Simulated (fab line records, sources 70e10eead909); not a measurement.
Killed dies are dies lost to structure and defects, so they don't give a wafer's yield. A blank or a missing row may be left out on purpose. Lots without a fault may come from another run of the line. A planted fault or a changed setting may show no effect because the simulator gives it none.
Chamber matching | flow nand_harc | NHARC_P_M2_PRE_CLEAN_32 on pecvd-01: 3 sister chambers
The step time 12 s. 3 wafers are shown with their chamber, then 8 later ones without.

WAFERS WITH THEIR CHAMBER
wafer  | chamber | heater_power_outer_w (W)
L082.3 | 1       | 288
L084.4 | 2       | 326
L088.1 | 0       | 326

WAFERS WITHOUT THEIR CHAMBER
wafer  | heater_power_outer_w (W)
L088.4 | 349
L088.5 | 397
L095.2 | 345
L095.3 | 276
L095.6 | 341
L097.2 | 399
L097.4 | 427
L097.5 | 396

WHICH CHAMBER EACH WENT THROUGH
wafer  | from the rows above          | in truth
L088.4 | can't be placed: 0 or 2 or 1 | 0
L088.5 | can't be placed: 0 or 2 or 1 | 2
L095.2 | can't be placed: 0 or 2 or 1 | 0
L095.3 | can't be placed: 1 or 0 or 2 | 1
L095.6 | can't be placed: 0 or 2 or 1 | 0
L097.2 | can't be placed: 0 or 2 or 1 | 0
L097.4 | can't be placed: 0 or 2 or 1 | 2
L097.5 | can't be placed: 0 or 2 or 1 | 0
Placed correctly: 0 of 8. Can't be placed from these rows: 8 (the true chamber is among the candidates in 8). Placed wrongly: 0.
How it was worked out, from the rows above alone: a wafer's distance from a chamber is the root of the sum, over the readings, of the square of ((its reading less the chamber's mean) divided by the reading's scatter). The wafer belongs to the nearest chamber; if the next one is less than 2 further off, it can't be placed. A chamber's mean is the mean of its shown wafers. The scatter: with one shown wafer a chamber, the root of the mean of the squares of how far each hidden wafer lies from its nearest shown one.
